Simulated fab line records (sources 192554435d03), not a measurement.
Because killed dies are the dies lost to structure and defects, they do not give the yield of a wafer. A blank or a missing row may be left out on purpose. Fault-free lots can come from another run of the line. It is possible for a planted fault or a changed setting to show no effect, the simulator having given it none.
Matching of chambers | flow n5 finfet | N5_MOL_CONTACT_COAG_ALD_131 on ald sin-03: 4 sister chambers
The step deposits SiO2, target thk 5 nm, pulse time 1 s, co reactant pulse time 1 s. 8 wafers are shown with their chamber, then 9 later ones without.

EACH WAFER AND ITS CHAMBER
wafer  | chamber | heater power w (W) | precursor pulse height rel
L078.1 | 0       | 76                 | 0.984
L080.4 | 1       | 78                 | 0.975
L081.6 | 2       | 79                 | 0.961
L084.1 | 1       | 81                 | 0.945
L084.2 | 2       | 78                 | 1.000
L086.2 | 3       | 97                 | 0.976
L086.3 | 0       | 78                 | 1.018
L086.5 | 3       | 98                 | 1.036

WAFERS MISSING THEIR CHAMBER
wafer  | heater power w (W) | precursor pulse height rel
L089.3 | 80                 | 0.980
L089.5 | 81                 | 0.991
L089.6 | 81                 | 1.011
L092.1 | 80                 | 0.970
L092.4 | 92                 | 1.005
L092.6 | 82                 | 1.003
L093.3 | 81                 | 0.957
L093.4 | 93                 | 1.027
L093.6 | 95                 | 1.007

THE CHAMBER EACH PASSED THROUGH
wafer  | from the rows above          | in truth
L089.3 | can't be placed: 1 or 2 or 0 | 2
L089.5 | can't be placed: 1 or 2 or 0 | 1
L089.6 | can't be placed: 1 or 2 or 0 | 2
L092.1 | can't be placed: 1 or 2 or 0 | 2
L092.4 | 3                            | 3
L092.6 | can't be placed: 1 or 2 or 0 | 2
L093.3 | can't be placed: 1 or 2      | 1
L093.4 | 3                            | 3
L093.6 | 3                            | 3
Correctly placed: 3 of 9. Not placeable from these rows: 6 (in 6, the candidates include the true chamber). Wrongly placed: 0.
How it was worked out, from the rows above alone: a wafer's distance from a chamber is the root of the sum, over the readings, of the square of ((its reading less the chamber's mean) divided by the reading's scatter). If the next closest chamber is less than 2 further off than the closest, the wafer can't be placed; otherwise it belongs to the closest. A chamber's mean is the mean of its shown wafers. The scatter is the square root of a quotient: the sum, over the shown wafers, of each reading's squared deviation from its chamber's mean, divided by wafers minus chambers.
